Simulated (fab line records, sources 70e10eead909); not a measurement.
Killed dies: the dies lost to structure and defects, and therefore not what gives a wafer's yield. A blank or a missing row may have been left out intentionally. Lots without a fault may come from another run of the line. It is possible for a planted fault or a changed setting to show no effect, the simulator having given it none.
fab line records	flow nand_harc
record: lots: 12	wafers: 36	last_day: 33
route steps=1302 shown A_STAIRCASE@702 END@1302
lots that met no fault: taken from a fault-free run of the same line
start_h: hours from the record's opening day to when the first of the lot's shown wafers began	wait_h: how many hours have passed since the lot's step before this one	" repeats the value in the row above	L1.1+2: a single row standing in for several wafers	- no value present, or no start provided	* or withheld: withheld	< > ~ a bound
route shown NAME@n: NAME is a module with steps in the file, n the number in the route of the first one	usual: mean/standard deviation of fault-free wafers	same: alike in all rows	chamber/n: place in a boat	sites: per-site readings	_std_site: their standard deviation	_edge_site: inner sites' mean taken away from outer sites' mean	radius_mm: for every site, how far away it sits from the centre of the wafer	mask NAME#n: copy n	behind: the tool/chamber that last shaped the wafer	hold: what put the lot on hold/how long, in hours/how the hold closed	device: names the non-switching transistor (n, p or np)	end of line: the route-end tests of the same wafers	a step without rows: its recipe alone	killed: not the wafer's yield, but the dies lost to structure and defects at the first sort	map: the dies of a wafer, with x for killed, . for not killed, _ for no die there
set.NAME: the setting the step ran with; set.NAME@STEP: the setting that earlier step ran with	model.NAME: the simulator's own value behind a step, which no gauge read
the route's steps for a sample of lots (tables are steps, rows are wafers)
services: from which hour (start_h, from the record's first day; less than 0 if before it) a tool's chamber was out of use, for how many hours, and why
== steps ==
step: NHARC_A_STAIRCASE_ETCH_188
recipe: target_depth_a: 1000	time_s: 40.5	ion_energy_ev: 400	c4f8_flow_sccm: 20	o2_flow_sccm: 10	ar_flow_sccm: withheld	rf_w: 600	bias_w: 1000	chemistry: C4F8/O2
usual: oes_product_au: 0.938/0.014	rf_vpp_V: 895/7.2
lot.wafer	tool	chamber	start_h	wait_h	oes_product_au	rf_hours_counter_h	rf_vpp_V
L375.3	rie_diel-04	1	-	-	0.963	2	888
L375.2	"	2	"	"	0.943	2	889
L375.1	"	3	"	"	0.943	2	892
L380.1	rie_diel-09	2	-	-	0.944	26	887
L380.2	"	3	"	"	0.935	29	905
L380.3	"	0	"	"	0.938	27	886
L381.1	rie_diel-04	0	-	-	0.927	16	902
L381.2	"	1	"	"	0.950	20	888
L381.6	"	1	"	"	0.945	-	887
L382.1	rie_diel-09	3	-	-	0.920	34	905
L382.3	"	2	"	"	0.933	32	890
L382.5	"	0	"	"	0.927	-	887
L383.3	rie_diel-01	3	-	-	0.921	13	905
L383.1	"	1	"	"	0.924	19	891
L383.2	"	2	"	"	0.940	18	900
L386.1	rie_diel-04	0	-	-	0.908	22	903
L386.4	"	2	"	"	0.917	-	888
L386.5	"	0	"	"	0.902	-	904
L388.4	rie_diel-04	2	-	-	0.928	49	887
L388.2	"	3	"	"	0.957	49	893
L388.1	"	1	"	"	0.928	48	888
L389.4	rie_diel-01	0	-	-	0.955	37	893
L389.2	"	2	"	"	0.962	39	899
L389.5	"	1	"	"	0.940	-	889
L390.2	rie_diel-04	3	-	-	0.953	52	892
L390.1	"	1	"	"	0.951	51	887
L390.6	"	2	"	"	0.949	-	887
L396.1	rie_diel-04	0	-	-	0.935	10	903
L396.2	"	2	"	"	0.937	7	888
L396.5	"	0	"	"	0.923	-	903
L397.2	rie_diel-04	0	-	-	0.918	12	902
L397.1	"	2	"	"	0.914	8	887
L397.5	"	0	"	"	0.905	-	903
L398.4	rie_diel-09	3	-	-	0.931	29	905
L398.2	"	0	"	"	0.916	25	905
L398.3	"	2	"	"	0.921	32	888
step: NHARC_A_STAIRCASE_TRIM_189
recipe: time_s: 211.2	o2_flow_sccm: 500	ar_flow_sccm: 0	bias_w: 0	chemistry: O2
usual: drypump_motor_current_A: 5.7/0.45	oes_product_au: 0.999/0.0076	rf_vpp_V: 57.8/0.97	showerhead_plenum_p_Torr: 3.51/0.19	throttle_valve_pct: 17.037/0.0099
lot.wafer	tool	chamber	start_h	wait_h	drypump_motor_current_A	oes_product_au	rf_hours_counter_h	rf_vpp_V	showerhead_plenum_p_Torr	throttle_valve_pct
L375.3	rie_diel-04	1	-	-	5.0	1.004	2	56.1	3.30	17.010
L375.2	"	2	"	"	5.4	0.997	2	58.9	3.33	17.027
L375.1	"	0	"	"	5.7	0.998	1	57.5	3.74	17.027
L380.1	rie_diel-09	3	-	-	5.6	1.005	29	59.6	3.79	17.047
L380.3	"	0	"	"	5.8	1.007	27	56.2	3.27	17.039
L380.2	"	2	"	"	6.0	1.000	26	58.4	3.32	17.045
L381.2	rie_diel-04	3	-	-	5.5	0.995	19	57.3	3.45	17.043
L381.1	"	0	"	"	5.7	0.995	16	59.6	3.74	17.034
L381.6	"	2	"	"	5.4	0.998	-	56.7	3.32	17.030
L382.1	rie_diel-09	0	-	-	5.8	1.002	32	56.9	3.27	17.029
L382.3	"	1	"	"	5.9	0.998	28	57.9	3.66	17.015
L382.5	"	3	"	"	5.6	0.997	-	57.6	3.79	17.055
L383.3	rie_diel-01	0	-	-	5.4	1.000	19	59.7	3.42	17.045
L383.2	"	1	"	"	5.9	0.997	21	55.4	3.39	17.015
L383.1	"	2	"	"	5.9	1.013	19	58.1	3.62	17.041
L386.1	rie_diel-04	3	-	-	5.4	1.019	34	58.2	3.44	17.040
L386.4	"	3	"	"	5.4	1.012	-	57.4	3.44	17.034
L386.5	"	0	"	"	5.7	0.996	-	59.9	3.73	17.030
L388.1	rie_diel-04	2	-	-	5.4	0.988	50	57.3	3.30	17.038
L388.4	"	0	"	"	5.7	0.985	41	58.6	3.72	17.054
L388.2	"	1	"	"	5.0	1.005	49	58.9	3.27	17.015
L389.2	rie_diel-01	3	-	-	6.8	0.997	34	57.2	3.79	17.040
L389.4	"	0	"	"	5.4	0.992	37	57.5	3.41	17.050
L389.5	"	2	"	"	5.9	1.000	-	58.8	3.60	17.034
L390.2	rie_diel-04	1	-	-	5.0	1.004	51	56.8	3.27	17.037
L390.1	"	2	"	"	5.4	1.003	53	56.7	3.30	17.031
L390.6	"	2	"	"	5.4	0.999	-	56.5	3.30	17.054
L396.1	rie_diel-04	0	-	-	5.7	0.992	10	56.8	3.71	17.037
L396.2	"	3	"	"	5.5	1.000	8	56.6	3.43	17.022
L396.5	"	1	"	"	5.0	1.018	-	58.3	3.80	17.057
L397.1	rie_diel-04	2	-	-	5.4	1.000	8	57.5	3.29	17.036
L397.2	"	0	"	"	5.7	0.998	12	58.0	3.71	17.033
L397.5	"	3	"	"	5.5	1.007	-	57.1	3.42	17.053
L398.3	rie_diel-09	1	-	-	5.9	1.002	34	58.6	3.63	17.044
L398.2	"	3	"	"	5.6	0.998	29	58.4	3.76	17.039
L398.4	"	0	"	"	5.8	0.999	25	56.8	3.79	17.050
step: NHARC_A_STAIRCASE_ETCH_194
recipe: target_depth_a: 1000	time_s: 40.5	ion_energy_ev: 400	c4f8_flow_sccm: 20	o2_flow_sccm: 10	ar_flow_sccm: withheld	rf_w: 600	bias_w: 1000	chemistry: C4F8/O2
usual: oes_product_au: 0.942/0.01	rf_vpp_V: 895/7
lot.wafer	tool	chamber	start_h	wait_h	oes_product_au	rf_hours_counter_h	rf_vpp_V
L375.1	rie_diel-04	2	-	-	0.948	2	888
L375.2	"	3	"	"	0.964	2	894
L375.3	"	1	"	"	0.949	2	889
L380.2	rie_diel-09	3	-	-	0.925	29	904
L380.1	"	0	"	"	0.921	27	885
L380.3	"	2	"	"	0.921	26	889
L381.2	rie_diel-04	2	-	-	0.932	23	888
L381.1	"	0	"	"	0.957	17	903
L381.6	"	1	"	"	0.955	-	887
L382.3	rie_diel-09	1	-	-	0.950	28	901
L382.1	"	0	"	"	0.936	32	886
L382.5	"	2	"	"	0.937	-	886
L383.2	rie_diel-01	1	-	-	0.930	22	891
L383.1	"	2	"	"	0.941	20	900
L383.3	"	3	"	"	0.937	14	904
L386.1	rie_diel-04	3	-	-	0.948	34	893
L386.5	"	3	"	"	0.948	-	893
L386.4	"	0	"	"	0.932	-	902
L388.2	rie_diel-04	2	-	-	0.953	50	887
L388.4	"	3	"	"	0.954	50	894
L388.1	"	1	"	"	0.952	49	886
L389.2	rie_diel-01	0	-	-	0.927	38	893
L389.4	"	1	"	"	0.925	42	891
L389.5	"	0	"	"	0.935	-	890
L390.2	rie_diel-04	2	-	-	0.942	53	887
L390.1	"	1	"	"	0.953	52	887
L390.6	"	2	"	"	0.937	-	887
L396.2	rie_diel-04	1	-	-	0.950	10	906
L396.1	"	2	"	"	0.945	7	888
L396.5	"	0	"	"	0.945	-	902
L397.1	rie_diel-04	0	-	-	0.932	12	903
L397.2	"	2	"	"	0.934	9	887
L397.5	"	0	"	"	0.929	-	904
L398.3	rie_diel-09	1	-	-	0.940	34	900
L398.2	"	2	"	"	0.941	33	886
L398.4	"	3	"	"	0.965	29	904
step: NHARC_A_STAIRCASE_TRIM_200
recipe: time_s: 211.2	o2_flow_sccm: 500	ar_flow_sccm: 0	bias_w: 0	chemistry: O2
usual: drypump_motor_current_A: 5.7/0.42	oes_product_au: 0.999/0.0077	rf_vpp_V: 57.7/1	showerhead_plenum_p_Torr: 3.52/0.2	throttle_valve_pct: 17.036/0.0094
lot.wafer	tool	chamber	start_h	wait_h	drypump_motor_current_A	oes_product_au	rf_hours_counter_h	rf_vpp_V	showerhead_plenum_p_Torr	throttle_valve_pct
L375.3	rie_diel-04	2	373.02	-	5.4	0.990	2	58.0	3.33	17.039
L375.2	"	0	"	"	5.7	0.991	2	56.5	3.74	17.032
L375.1	"	1	"	"	5.0	1.006	2	56.7	3.30	17.018
L380.2	rie_diel-01	3	407.09	-	6.8	0.982	8	57.9	3.80	17.028
L380.1	"	0	"	"	5.4	0.988	9	56.8	3.43	17.029
L380.3	"	2	"	"	5.9	0.999	10	58.2	3.62	17.042
L381.1	rie_diel-04	0	421.29	-	5.7	0.995	17	58.5	3.73	17.032
L381.2	"	3	"	"	5.5	1.010	19	56.7	3.45	17.025
L381.6	"	1	"	"	5.0	1.010	-	56.0	3.29	17.045
L382.1	rie_diel-09	0	427.53	-	5.8	0.994	33	58.4	3.27	17.023
L382.3	"	2	"	"	6.0	0.994	33	57.6	3.32	17.028
L382.5	"	0	"	"	5.8	1.002	-	56.7	3.27	17.043
L383.2	rie_diel-09	0	444.18	-	5.8	1.000	38	56.2	3.27	17.036
L383.3	"	1	"	"	5.9	1.015	34	58.2	3.66	17.044
L383.1	"	2	"	"	5.9	1.006	40	56.8	3.32	17.051
L386.1	rie_diel-04	0	465.48	-	5.7	0.995	23	58.5	3.73	17.044
L386.4	"	0	"	"	5.7	0.998	-	60.9	3.73	17.030
L386.5	"	2	"	"	5.4	1.002	-	56.3	3.31	17.038
L388.4	rie_diel-04	2	504.02	-	5.4	1.002	50	57.7	3.30	17.035
L388.1	"	0	"	"	5.7	1.006	42	58.8	3.72	17.031
L388.2	"	1	"	"	5.0	1.411	49	56.9	3.27	17.040
L389.4	rie_diel-01	0	510.97	-	5.4	1.004	38	57.0	3.41	17.033
L389.2	"	2	"	"	5.9	1.014	39	57.6	3.60	17.027
L389.5	"	3	"	"	6.8	0.999	-	58.5	3.79	17.030
L390.1	rie_diel-04	3	511.45	-	5.5	1.006	53	57.5	3.43	17.036
L390.2	"	1	"	"	5.0	1.425	52	58.4	3.27	17.034
L390.6	"	1	"	"	5.0	1.408	-	56.7	3.27	17.047
L396.2	rie_diel-04	3	568.39	-	5.4	0.999	8	57.7	3.43	17.038
L396.1	"	0	"	"	5.7	1.002	11	58.3	3.71	17.047
L396.5	"	3	"	"	5.4	0.992	-	57.4	3.43	17.053
L397.1	rie_diel-04	1	572.06	-	5.0	1.012	12	58.6	3.80	17.051
L397.2	"	0	"	"	5.7	0.992	13	58.2	3.71	17.029
L397.5	"	1	"	"	5.0	1.015	-	58.1	3.80	17.035
L398.3	rie_diel-04	2	589.77	-	5.4	0.995	13	57.8	3.29	17.035
L398.4	"	3	"	"	5.5	1.001	14	56.9	3.42	17.042
L398.2	"	1	"	"	5.0	0.993	17	59.0	3.80	17.041
step: NHARC_END_SORT_01
recipe: temp_c: 25
usual: killed_at_array: 61/23	killed_at_other: 1.3/1.4	killed_at_periphery: 4.0/2.6	killed_dies: 66/22	killed_open: 3.4/1.8	killed_short: 2.3/1.4
same: gross_dies: 677
lot.wafer	tool	chamber	start_h	wait_h	killed_at_array	killed_at_other	killed_at_periphery	killed_dies	killed_open	killed_short
L375.1	prober-01	0	570.70	2.5	98	1	2	101	4	2
L375.2	prober-01	0	571.50	2.8	97	0	7	104	2	4
L375.3	prober-01	0	572.30	3.1	102	1	1	104	3	2
L380.1	prober-01	0	616.20	2.5	81	2	3	86	4	1
L380.2	prober-01	0	616.99	2.8	70	2	1	73	3	1
L380.3	prober-01	0	617.79	3.1	50	3	3	56	0	1
L381.1	prober-02	0	621.19	2.5	26	1	3	30	6	4
L381.2	prober-02	0	621.99	2.8	33	1	2	36	3	3
L381.6	prober-02	0	625.19	4.0	30	0	2	32	2	2
L382.1	prober-01	0	628.47	2.5	106	2	4	112	3	3
L382.3	prober-01	0	630.08	3.1	111	1	1	113	2	3
L382.5	prober-01	0	631.69	3.7	114	2	2	118	2	4
L383.1	prober-01	0	640.63	2.5	111	0	2	113	2	1
L383.2	prober-01	0	641.43	2.8	103	1	6	110	3	1
L383.3	prober-01	0	642.22	3.1	105	0	3	108	5	3
L386.1	prober-01	0	663.75	2.5	41	2	3	46	1	4
L386.4	prober-01	0	666.15	3.4	43	0	3	46	3	5
L386.5	prober-01	0	666.95	3.7	42	1	3	46	1	5
L388.1	prober-02	0	694.16	2.5	50	0	6	56	4	3
L388.2	prober-02	0	694.96	2.8	673	0	4	677	7	1
L388.4	prober-02	0	696.54	3.4	59	1	7	67	9	2
L390.1	prober-02	0	722.81	2.6	56	5	5	66	4	3
L390.2	prober-02	0	723.62	2.9	670	6	1	677	3	2
L390.6	prober-02	0	726.85	4.0	668	3	6	677	3	0
L389.2	prober-01	0	723.46	2.8	64	0	2	66	2	1
L389.4	prober-01	0	725.06	3.4	72	1	4	77	6	2
L389.5	prober-01	0	725.86	3.7	82	0	4	86	6	5
L396.1	prober-01	0	771.52	2.5	57	0	4	61	2	2
L396.2	prober-01	0	772.32	2.8	57	1	4	62	6	0
L396.5	prober-01	0	774.73	3.7	60	1	4	65	4	3
L397.1	prober-02	0	772.82	2.5	62	2	4	68	1	2
L397.2	prober-02	0	773.62	2.8	70	3	4	77	6	3
L397.5	prober-02	0	776.03	3.7	74	0	4	78	4	3
L398.2	prober-01	0	780.64	2.8	28	2	4	34	5	2
L398.3	prober-01	0	781.44	3.1	43	3	3	49	1	3
L398.4	prober-01	0	782.23	3.4	40	1	1	42	4	1
killed by level:class
L375.1 A_CHANNEL_HOLE_D2:chamber_film_flake=37 A_CHANNEL_HOLE_D1:chamber_film_flake=27 A_SLIT:chamber_film_flake=19 A_WL_FILL:chamber_film_flake=3 A_STAIRCASE:chamber_film_flake=2 A_CONTACT:chamber_film_flake=2 A_M0:chamber_film_flake=2 P_CONTACT:geometric_particle:open=1
L375.2 A_CHANNEL_HOLE_D2:chamber_film_flake=33 A_CHANNEL_HOLE_D1:chamber_film_flake=31 A_SLIT:chamber_film_flake=19 A_CHANNEL_FILL_D1:chamber_film_flake=4 P_STI:chamber_film_flake=2 P_CONTACT:chamber_film_flake=2 A_ZERO_WELL:chamber_film_flake=2 A_CONTACT:chamber_film_flake=2
L375.3 A_SLIT:chamber_film_flake=33 A_CHANNEL_HOLE_D2:chamber_film_flake=29 A_CHANNEL_HOLE_D1:chamber_film_flake=24 A_CONTACT:chamber_film_flake=3 A_M0:chamber_film_flake=3 A_CHANNEL_FILL_D1:chamber_film_flake=2 A_STAIRCASE:chamber_film_flake=2 A_SOURCE_PLATE:geometric_particle:short=1
L380.1 A_CHANNEL_HOLE_D1:chamber_film_flake=37 A_CHANNEL_HOLE_D2:chamber_film_flake=34 A_M1:chamber_film_flake=4 A_ONON_D2:geometric_particle:open=2 A_CONTACT:chamber_film_flake=2 THIN_TSV:chamber_film_flake=2 P_M0:geometric_particle:open=1 P_M1:geometric_particle:open=1
L380.2 A_CHANNEL_HOLE_D1:chamber_film_flake=33 A_CHANNEL_HOLE_D2:chamber_film_flake=23 A_CONTACT:chamber_film_flake=3 A_DECK1_JOINT:chamber_film_flake=2 A_WL_FILL:chamber_film_flake=2 THIN_TSV:chamber_film_flake=2 A_DECK1_JOINT:geometric_particle:open=1 A_CHANNEL_FILL_D2:geometric_particle:short=1
L380.3 A_CHANNEL_HOLE_D2:chamber_film_flake=27 A_CHANNEL_HOLE_D1:chamber_film_flake=18 THIN_TSV:chamber_film_flake=3 P_M2:chamber_film_flake=2 A_M1:chamber_film_flake=2 A_CHANNEL_FILL_D1:geometric_particle:short=1 P_GATE:chamber_film_flake=1 A_ZERO_WELL:chamber_film_flake=1
L381.1 A_CHANNEL_HOLE_D2:chamber_film_flake=8 A_CHANNEL_HOLE_D1:chamber_film_flake=6 A_CHANNEL_FILL_D1:geometric_particle:open=2 A_SLIT:chamber_film_flake=2 A_WL_FILL:chamber_film_flake=2 P_STI:geometric_particle:open=1 P_GATE:geometric_particle:open=1 P_M2:geometric_particle:open=1
L381.2 A_CHANNEL_HOLE_D2:chamber_film_flake=18 A_CHANNEL_HOLE_D1:chamber_film_flake=4 P_ZERO_WELL:chamber_film_flake=2 A_M1:chamber_film_flake=2 A_SOURCE_PLATE:geometric_particle:open=1 A_ONON_D1:geometric_particle:short=1 A_ONON_D2:geometric_particle:open=1 A_CHANNEL_FILL_D2:geometric_particle:short=1
L381.6 A_CHANNEL_HOLE_D2:chamber_film_flake=16 A_STAIRCASE:chamber_film_flake=3 A_CHANNEL_HOLE_D1:chamber_film_flake=2 A_WL_FILL:chamber_film_flake=2 A_M1:chamber_film_flake=2 P_M0:geometric_particle:short=1 A_SOURCE_PLATE:geometric_particle:short=1 A_CHANNEL_HOLE_D2:geometric_particle:open=1
L382.1 A_SLIT:chamber_film_flake=36 A_CHANNEL_HOLE_D1:chamber_film_flake=34 A_CHANNEL_HOLE_D2:chamber_film_flake=29 A_CONTACT:chamber_film_flake=3 A_STAIRCASE:chamber_film_flake=2 THIN_TSV:chamber_film_flake=2 P_GATE:geometric_particle:open=1 P_M0:geometric_particle:open=1
L382.3 A_SLIT:chamber_film_flake=37 A_CHANNEL_HOLE_D2:chamber_film_flake=34 A_CHANNEL_HOLE_D1:chamber_film_flake=31 A_ONON_D2:geometric_particle:short=2 A_STAIRCASE:chamber_film_flake=2 A_CONTACT:chamber_film_flake=2 P_M0:geometric_particle:open=1 A_DECK1_JOINT:geometric_particle:short=1
L382.5 A_SLIT:chamber_film_flake=41 A_CHANNEL_HOLE_D1:chamber_film_flake=33 A_CHANNEL_HOLE_D2:chamber_film_flake=30 A_CONTACT:chamber_film_flake=5 THIN_TSV:chamber_film_flake=2 P_GATE:geometric_particle:short=1 P_GATE:geometric_particle:open=1 A_CHANNEL_FILL_D1:geometric_particle:short=1
L383.1 A_CHANNEL_HOLE_D2:chamber_film_flake=39 A_CHANNEL_HOLE_D1:chamber_film_flake=35 A_SLIT:chamber_film_flake=30 A_STAIRCASE:chamber_film_flake=2 A_ONON_D1:geometric_particle:short=1 A_DECK1_JOINT:geometric_particle:open=1 A_M0:geometric_particle:open=1 P_STI:chamber_film_flake=1
L383.2 A_SLIT:chamber_film_flake=35 A_CHANNEL_HOLE_D1:chamber_film_flake=32 A_CHANNEL_HOLE_D2:chamber_film_flake=32 P_CONTACT:geometric_particle:open=2 P_CONTACT:chamber_film_flake=2 A_STAIRCASE:chamber_film_flake=2 P_M0:geometric_particle:open=1 A_WL_FILL:geometric_particle:short=1
L383.3 A_SLIT:chamber_film_flake=37 A_CHANNEL_HOLE_D1:chamber_film_flake=30 A_CHANNEL_HOLE_D2:chamber_film_flake=30 P_CONTACT:geometric_particle:open=2 A_DECK1_JOINT:geometric_particle:open=2 A_STAIRCASE:chamber_film_flake=2 P_CONTACT:geometric_particle:short=1 A_CHANNEL_FILL_D1:geometric_particle:open=1
L386.1 A_CHANNEL_HOLE_D2:chamber_film_flake=26 A_CHANNEL_HOLE_D1:chamber_film_flake=4 A_STAIRCASE:chamber_film_flake=3 THIN_TSV:chamber_film_flake=2 P_GATE:geometric_particle:short=1 A_ONON_D1:geometric_particle:open=1 A_DECK1_JOINT:geometric_particle:short=1 A_SGD_CUT:geometric_particle:short=1
L386.4 A_CHANNEL_HOLE_D2:chamber_film_flake=21 A_CHANNEL_HOLE_D1:chamber_film_flake=10 A_CONTACT:chamber_film_flake=3 A_ONON_D1:geometric_particle:short=2 P_CONTACT:geometric_particle:short=1 P_M0:geometric_particle:open=1 A_CHANNEL_HOLE_D2:geometric_particle:open=1 A_CHANNEL_FILL_D2:geometric_particle:short=1
L386.5 A_CHANNEL_HOLE_D2:chamber_film_flake=22 A_CHANNEL_HOLE_D1:chamber_film_flake=8 A_SGD_CUT:chamber_film_flake=3 A_WL_FILL:chamber_film_flake=2 P_GATE:geometric_particle:short=1 A_DECK1_JOINT:geometric_particle:short=1 A_CHANNEL_FILL_D2:geometric_particle:short=1 A_CHANNEL_FILL_D2:geometric_particle:open=1
L388.1 A_CHANNEL_HOLE_D1:chamber_film_flake=36 A_STAIRCASE:chamber_film_flake=3 A_M0:geometric_particle:open=2 P_GATE:chamber_film_flake=2 A_ZERO_WELL:chamber_film_flake=2 P_CONTACT:geometric_particle:open=1 P_M2:geometric_particle:open=1 A_ONON_D2:geometric_particle:short=1
L388.2 A_STAIRCASE:area_trim=611 A_CHANNEL_HOLE_D1:chamber_film_flake=37 A_STAIRCASE:chamber_film_flake=7 A_CHANNEL_FILL_D2:geometric_particle:open=5 A_BONDPAD:chamber_film_flake=4 P_GATE:chamber_film_flake=2 A_ONON_D2:geometric_particle:open=1 A_CHANNEL_FILL_D2:geometric_particle:short=1
L388.4 A_CHANNEL_HOLE_D1:chamber_film_flake=32 A_STAIRCASE:chamber_film_flake=9 A_BONDPAD:chamber_film_flake=4 A_ZERO_WELL:chamber_film_flake=3 P_CONTACT:geometric_particle:open=2 P_ZERO_WELL:chamber_film_flake=2 A_CONTACT:chamber_film_flake=2 P_M0:geometric_particle:open=1
L390.1 A_SLIT:chamber_film_flake=35 A_CHANNEL_HOLE_D1:chamber_film_flake=10 THIN_TSV:chamber_film_flake=5 A_CONTACT:chamber_film_flake=3 P_GATE:geometric_particle:open=2 A_STAIRCASE:chamber_film_flake=2 P_CONTACT:geometric_particle:open=1 A_ONON_D1:geometric_particle:short=1
L389.2 A_CHANNEL_HOLE_D1:chamber_film_flake=31 A_CHANNEL_HOLE_D2:chamber_film_flake=24 A_SLIT:chamber_film_flake=3 A_STAIRCASE:chamber_film_flake=3 A_CONTACT:chamber_film_flake=2 P_CONTACT:geometric_particle:open=1 P_M2:geometric_particle:short=1 A_CHANNEL_FILL_D1:geometric_particle:open=1
L390.2 A_STAIRCASE:area_trim=616 A_SLIT:chamber_film_flake=30 A_CHANNEL_HOLE_D1:chamber_film_flake=7 A_CONTACT:chamber_film_flake=7 THIN_TSV:chamber_film_flake=6 A_CHANNEL_HOLE_D1:geometric_particle:short=2 A_ZERO_WELL:chamber_film_flake=2 A_DECK1_JOINT:chamber_film_flake=2
L389.4 A_CHANNEL_HOLE_D1:chamber_film_flake=31 A_CHANNEL_HOLE_D2:chamber_film_flake=20 A_SLIT:chamber_film_flake=6 A_STAIRCASE:chamber_film_flake=5 A_CONTACT:chamber_film_flake=3 A_ONON_D1:geometric_particle:open=2 P_STI:geometric_particle:short=1 P_CONTACT:geometric_particle:open=1
L389.5 A_CHANNEL_HOLE_D1:chamber_film_flake=38 A_CHANNEL_HOLE_D2:chamber_film_flake=27 A_DECK1_JOINT:geometric_particle:open=3 A_SLIT:chamber_film_flake=3 A_ONON_D2:geometric_particle:short=2 P_M2:chamber_film_flake=2 A_CONTACT:chamber_film_flake=2 P_CONTACT:geometric_particle:short=1
L390.6 A_STAIRCASE:area_trim=616 A_SLIT:chamber_film_flake=28 A_CONTACT:chamber_film_flake=10 A_CHANNEL_HOLE_D1:chamber_film_flake=6 P_M2:chamber_film_flake=3 THIN_TSV:chamber_film_flake=3 P_M0:chamber_film_flake=2 A_DECK1_JOINT:chamber_film_flake=2
L396.1 A_CHANNEL_HOLE_D2:chamber_film_flake=25 A_CHANNEL_HOLE_D1:chamber_film_flake=9 A_SLIT:chamber_film_flake=7 A_DECK1_JOINT:chamber_film_flake=4 A_M1:chamber_film_flake=4 A_CHANNEL_FILL_D1:chamber_film_flake=3 P_GATE:chamber_film_flake=2 A_CONTACT:chamber_film_flake=2
L396.2 A_CHANNEL_HOLE_D2:chamber_film_flake=30 A_CHANNEL_HOLE_D1:chamber_film_flake=7 A_M1:chamber_film_flake=7 A_SLIT:chamber_film_flake=6 A_WL_FILL:geometric_particle:open=3 A_CONTACT:chamber_film_flake=2 P_CONTACT:geometric_particle:open=1 P_M0:geometric_particle:open=1
L397.1 A_SLIT:chamber_film_flake=26 A_CHANNEL_HOLE_D2:chamber_film_flake=19 A_CONTACT:chamber_film_flake=12 P_STI:chamber_film_flake=2 P_GATE:chamber_film_flake=2 HYBRID_BOND:chamber_film_flake=2 A_ONON_D2:geometric_particle:short=1 A_CHANNEL_HOLE_D2:geometric_particle:open=1
L397.2 A_SLIT:chamber_film_flake=32 A_CHANNEL_HOLE_D2:chamber_film_flake=20 A_CONTACT:chamber_film_flake=6 A_SGD_CUT:chamber_film_flake=4 P_CONTACT:geometric_particle:open=2 A_M1:chamber_film_flake=2 HYBRID_BOND:chamber_film_flake=2 P_M1:geometric_particle:short=1
L396.5 A_CHANNEL_HOLE_D2:chamber_film_flake=20 A_CHANNEL_HOLE_D1:chamber_film_flake=17 A_SLIT:chamber_film_flake=7 A_CONTACT:chamber_film_flake=4 A_M1:chamber_film_flake=3 A_CHANNEL_FILL_D1:geometric_particle:open=2 P_GATE:chamber_film_flake=2 A_DECK1_JOINT:chamber_film_flake=2
L397.5 A_CHANNEL_HOLE_D2:chamber_film_flake=27 A_SLIT:chamber_film_flake=25 A_CONTACT:chamber_film_flake=11 P_CONTACT:geometric_particle:open=2 A_CHANNEL_HOLE_D2:geometric_particle:short=2 A_M1:chamber_film_flake=2 A_SGD_CUT:chamber_film_flake=2 P_GATE:geometric_particle:open=1
L398.2 A_CHANNEL_HOLE_D1:chamber_film_flake=12 A_CONTACT:chamber_film_flake=6 A_SLIT:chamber_film_flake=4 A_ZERO_WELL:chamber_film_flake=2 P_M0:geometric_particle:open=1 P_M1:geometric_particle:open=1 P_M2:geometric_particle:open=1 A_ONON_D1:geometric_particle:short=1
L398.3 A_CHANNEL_HOLE_D1:chamber_film_flake=21 A_CONTACT:chamber_film_flake=7 A_SLIT:chamber_film_flake=6 A_WL_FILL:chamber_film_flake=4 A_CHANNEL_FILL_D2:chamber_film_flake=2 HYBRID_BOND:latent=2 P_CONTACT:geometric_particle:open=1 P_M0:geometric_particle:short=1
L398.4 A_CHANNEL_HOLE_D1:chamber_film_flake=18 A_SLIT:chamber_film_flake=8 A_CONTACT:chamber_film_flake=6 A_CHANNEL_FILL_D1:chamber_film_flake=2 A_CHANNEL_FILL_D2:chamber_film_flake=2 P_GATE:geometric_particle:open=1 A_ONON_D2:geometric_particle:open=1 A_CHANNEL_FILL_D2:geometric_particle:open=1
== services ==
tool	chamber	start_h	hours	kind
rie_diel-04	-	356.00	9.0	pm
rie_diel-04	0	356.00	9.0	vent_cycle
rie_diel-04	1	356.00	9.0	vent_cycle
rie_diel-04	2	356.00	9.0	vent_cycle
rie_diel-04	3	356.00	9.0	vent_cycle
rie_diel-04	0	365.00	-	clean
rie_diel-04	1	365.00	-	clean
rie_diel-04	2	365.00	-	clean
rie_diel-04	3	365.00	-	clean
rie_diel-01	-	380.93	9.0	pm
rie_diel-04	0	389.50	-	clean
rie_diel-04	1	389.50	-	clean
rie_diel-09	1	404.93	4.2	repair
rie_diel-01	3	419.12	9.8	repair
rie_diel-04	0	422.55	17.5	repair
rie_diel-09	-	442.47	0.2	repair
rie_diel-01	0	458.27	3.5	repair
rie_diel-04	1	460.53	6.7	repair
rie_diel-09	0	490.75	6.1	repair
rie_diel-09	-	497.12	9.0	pm
rie_diel-04	0	508.72	4.9	repair
rie_diel-04	-	533.00	9.0	pm
rie_diel-01	-	557.93	9.0	pm
rie_diel-09	0	567.71	13.4	repair
== key ==
first_sign: step: NHARC_A_STAIRCASE_TRIM_200	reading: oes_product_au	direction: up	sigmas: 54	usual: 0.999	struck: 1.415
effect: step: NHARC_END_SORT_01	reading: killed_dies	direction: up	sigmas: 27	usual: 66	struck: 677
more_kills_born_at: NHARC_A_STAIRCASE_TRIM_200@rie_diel-04: 1843
met_at NHARC_A_STAIRCASE_TRIM_200
struck_lots L388,L390
struck_wafers L388.2,L390.2,L390.6
later_rows_left_out L388.2,L390.2,L390.6
tester_left_out L388,L390
not_acting_at NHARC_A_STAIRCASE_ETCH_188,NHARC_A_STAIRCASE_TRIM_189,NHARC_A_STAIRCASE_ETCH_194
onset_between 421.29 504.02
fault: kind: process_parameter_drift	tool: rie_diel-04	chamber: 1	onset_h: 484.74	steps: NHARC_A_STAIRCASE_TRIM_200	channel: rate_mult	offset: 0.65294	shape: step	end_h: 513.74
tester_left_out: of these lots the tester's yield and bins aren't shown, on N5 and GAA mostly nor the transistor test; their killed dies are dies lost to structure and defects alone, not to doping, threshold or leakage, so they don't give the yield
later_rows_left_out: the simulator's readings of these wafers behind a module that went badly wrong aren't trusted and aren't shown, but for the sort
